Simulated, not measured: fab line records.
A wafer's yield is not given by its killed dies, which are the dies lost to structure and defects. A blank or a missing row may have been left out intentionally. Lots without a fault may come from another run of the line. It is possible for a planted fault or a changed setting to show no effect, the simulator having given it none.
Matching of chambers	flow n5-finfet	N5_BEOL_M5_ILD_DEP_00 on pecvd-01: 3 sister chambers
The step deposits SiCOH lowk from DEMS/porogen, target thk 140.64 nm, time 25.9 s. 3 wafers are shown with their chamber, then 8 later ones without.

## WAFERS, EACH WITH ITS CHAMBER
wafer	chamber	throttle-valve-pct (%)
L527.4	0	14.0
L528.3	1	15.5
L530.3	2	13.8

## WAFERS MISSING THEIR CHAMBER
wafer	throttle-valve-pct (%)
L530.5	13.9
L530.6	15.5
L538.3	13.6
L538.4	15.5
L538.6	13.9
L540.2	14.2
L540.3	13.1
L540.5	13.9

## WHICH CHAMBER EACH WENT THROUGH
wafer	from the rows above	in truth
L530.5	can't be placed: 0 or 2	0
L530.6	1	1
L538.3	can't be placed: 2 or 0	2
L538.4	1	1
L538.6	can't be placed: 0 or 2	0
L540.2	can't be placed: 0 or 2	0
L540.3	can't be placed: 2 or 0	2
L540.5	can't be placed: 0 or 2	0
Correctly placed: 2 of 8. Unplaceable from these rows: 6, with the true chamber sitting among the candidates in 6. Placed wrongly: 0.
How it was worked out, from the rows above alone: a wafer's distance from a chamber is the root of the sum, over the readings, of the square of ((its reading less the chamber's mean) divided by the reading's scatter). If the next closest chamber is less than 2 further off than the closest, the wafer can't be placed; otherwise it belongs to the closest. The mean given for a chamber averages the wafers shown for that chamber. The scatter (one wafer shown for each chamber): square how far every hidden wafer sits from the nearest shown wafer, average those squares and take the square root.
